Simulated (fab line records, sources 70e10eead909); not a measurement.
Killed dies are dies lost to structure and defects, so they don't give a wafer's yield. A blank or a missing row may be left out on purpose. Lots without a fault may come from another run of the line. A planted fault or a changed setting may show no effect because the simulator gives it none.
Chamber matching | flow nand_harc | NHARC_A_STAIRCASE_DESCUM_186 on rie_diel-11: 4 sister chambers
The step chemistry O2, time 3 s. 14 wafers are shown with their chamber, then 7 later ones without.

WAFERS WITH THEIR CHAMBER
wafer  | chamber | drypump_motor_current_A (A) | showerhead_plenum_p_Torr (Torr) | rf_vpp_V (V)
L076.3 | 2       | 6.4                         | 1.83                            | 57.7
L076.5 | 1       | 5.8                         | 1.88                            | 57.0
L076.6 | 0       | 5.5                         | 1.92                            | 57.4
L077.3 | 1       | 5.8                         | 1.88                            | 57.0
L077.4 | 2       | 6.4                         | 1.83                            | 58.0
L077.5 | 3       | 5.9                         | 1.86                            | 56.6
L079.1 | 3       | 5.9                         | 1.86                            | 57.3
L079.4 | 0       | 5.5                         | 1.92                            | 58.4
L079.6 | 0       | 5.5                         | 1.92                            | 58.1
L086.1 | 1       | 5.8                         | 1.87                            | 58.3
L086.2 | 2       | 6.4                         | 1.82                            | 58.2
L086.5 | 2       | 6.4                         | 1.82                            | 57.9
L090.1 | 0       | 5.5                         | 1.91                            | 56.8
L090.4 | 1       | 5.9                         | 1.87                            | 57.7

SIGNATURES (means of the wafers above)
reading                  | chamber 0 | chamber 1 | chamber 2 | chamber 3 | scatter within a chamber
drypump_motor_current_A  | 5.500     | 5.825     | 6.400     | 5.900     | 0.0274
showerhead_plenum_p_Torr | 1.9175    | 1.8750    | 1.8250    | 1.8600    | 0.00524
rf_vpp_V                 | 57.675    | 57.500    | 57.950    | 56.950    | 0.557
Rule: a wafer's distance from a chamber is the root of the sum, over the readings, of the square of ((its reading less the chamber's mean) divided by the reading's scatter). The wafer belongs to the nearest chamber; if the next one is less than 2 further off, it can't be placed. The scatter: the root of (the sum of the squares of (reading less its chamber's mean) over the shown wafers, divided by (wafers less chambers)).

WAFERS WITHOUT THEIR CHAMBER
wafer  | drypump_motor_current_A (A) | showerhead_plenum_p_Torr (Torr) | rf_vpp_V (V)
L090.5 | 5.9                         | 1.85                            | 58.7
L088.2 | 5.8                         | 1.85                            | 57.6
L088.5 | 5.8                         | 1.85                            | 58.8
L088.6 | 6.4                         | 1.82                            | 56.0
L094.1 | 5.9                         | 1.84                            | 58.0
L094.2 | 6.4                         | 1.81                            | 57.5
L094.5 | 6.4                         | 1.81                            | 56.6

WHICH CHAMBER EACH WENT THROUGH
wafer  | from the rows above     | in truth
L090.5 | 3                       | 3
L088.2 | can't be placed: 3 or 1 | 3
L088.5 | can't be placed: 3 or 1 | 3
L088.6 | 2                       | 2
L094.1 | 3                       | 3
L094.2 | 2                       | 2
L094.5 | 2                       | 2
Placed correctly: 5 of 7. Can't be placed from these rows: 2 (the true chamber is among the candidates in 2). Placed wrongly: 0.
